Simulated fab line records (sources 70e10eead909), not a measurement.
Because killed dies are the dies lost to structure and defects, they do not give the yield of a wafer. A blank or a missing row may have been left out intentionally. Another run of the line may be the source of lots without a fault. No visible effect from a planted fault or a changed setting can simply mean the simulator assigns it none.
Matching of chambers -- flow nand-harc -- NHARC_P_M0_CMP_23 on cmp-02 has 4 sister chambers
The step polishes, t overpolish 20 s, target thk 117.54 nm. 8 wafers are shown with their chamber, then 7 later ones without.

## EACH WAFER AND ITS CHAMBER
wafer,chamber,motor-current-A (A),time-to-endpoint-s (s)
L318.1,2,13.4,30.4
L320.1,2,13.4,33.4
L328.6,3,11.9,29.0
L333.2,1,11.7,29.3
L333.4,3,12.0,28.0
L333.6,0,11.8,28.5
L336.2,1,12.7,30.1
L336.4,0,11.5,31.6

## WAFERS MISSING THEIR CHAMBER
wafer,motor-current-A (A),time-to-endpoint-s (s)
L336.6,11.8,26.9
L337.1,11.6,30.2
L337.2,12.1,27.8
L337.3,13.2,31.7
L338.2,12.6,33.1
L338.4,11.3,33.4
L338.6,11.5,32.5

## CHAMBER TAKEN BY EACH
wafer,from the rows above,in truth
L336.6,can't be placed: 3 or 0 or 1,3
L337.1,can't be placed: 0 or 3 or 1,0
L337.2,can't be placed: 3 or 1 or 0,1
L337.3,2,2
L338.2,can't be placed: 2 or 1 or 0 or 3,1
L338.4,can't be placed: 0 or 1 or 3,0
L338.6,can't be placed: 0 or 1 or 3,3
Correctly placed: 1 of 7. From these rows, 6 cannot be placed; in 6 the true chamber is one of the candidates. Number placed wrongly: 0.
How it was worked out, from the rows above alone: a wafer's distance from a chamber is the root of the sum, over the readings, of the square of ((its reading less the chamber's mean) divided by the reading's scatter). The wafer belongs to the nearest chamber; if the next one is less than 2 further off, it can't be placed. Each chamber's mean is taken over the wafers shown for it. The scatter is the square root of a quotient: the sum, over the shown wafers, of each reading's squared deviation from its chamber's mean, divided by wafers minus chambers.
